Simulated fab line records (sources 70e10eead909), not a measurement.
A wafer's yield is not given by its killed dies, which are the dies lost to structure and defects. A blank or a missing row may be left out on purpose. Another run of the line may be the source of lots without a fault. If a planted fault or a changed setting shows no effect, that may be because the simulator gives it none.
The tool behind it: which one? -- flow nandHarc -- 36 wafers from 12 lots sampled at 2 of the route's 1302 steps

## WHAT THE GAUGES READ, wafer by wafer
NHARC_A_CONTACT_CD_MEAS_08 targets a cd of 200 nm.
lot,measured,on,cdNm (nm)
L074,day 22 22:04,cdSem-03,199.9 199.4 198.7
L077,day 23 13:50,cdSem-01,199.4 199.1 199.1
L079,day 24 11:45,cdSem-03,199.2 200.3 199.6
L081,day 25 06:41,cdSem-03,199.7 199.4 198.6
L084,day 26 10:08,cdSem-02,200.1 200.3 199.3
L085,day 27 07:05,cdSem-01,199.9 199.3 199.7
L090,day 28 09:18,cdSem-01,198.6 198.8 199.1
L088,day 29 04:19,cdSem-03,199.0 200.1 200.3
L092,day 29 08:20,cdSem-02,198.3 198.8 198.6
L094,day 30 07:02,cdSem-01,198.4 199.7 199.1
L095,day 31 06:33,cdSem-03,198.8 199.4 198.5
L097,day 32 21:05,cdSem-03,199.7 199.6 198.9

## WHICH TOOL RAN EACH LOT (tool, then ch and the chambers of the sampled wafers, then the start)
lot,NHARC_A_CONTACT_DEP_84
L074,"aclDep-02 ch 0, day 22 19:37"
L077,"aclDep-01 ch 0, day 23 11:39"
L079,"aclDep-03 ch 0, day 24 09:52"
L081,"aclDep-03 ch 0, day 25 04:14"
L084,"aclDep-03 ch 0, day 26 08:05"
L085,"aclDep-02 ch 0, day 27 05:19"
L090,"aclDep-03 ch 0, day 28 07:24"
L088,"aclDep-02 ch 0, day 29 02:32"
L092,"aclDep-03 ch 0, day 29 05:49"
L094,"aclDep-02 ch 0, day 30 04:51"
L095,"aclDep-02 ch 0, day 31 04:06"
L097,"aclDep-02 ch 0, day 32 18:38"
- NHARC_A_CONTACT_DEP_84: deposits aC, target thk 2800 nm.

## THE ANSWER, worked out from the rows above alone
Rule: what is usual is taken from the lots themselves. Put in order of their means at a reading, lots are off if they are a third of the lots or fewer, leave a main group of 4 or more, and stand apart from it by a gap of 3 or more times the standard deviation of the main group's means; of several such gaps the widest counts. The tables above print the reading to a certain number of digits; a main group whose means all agree to those digits is not used. Also off: a lot with no number at a reading for which 4 or more lots have one. All remaining lots with rows at the step are treated as sound.
None of the lots is off at any reading shown; this tells nothing.

## WHAT WAS PUT IN BY THE SIMULATOR
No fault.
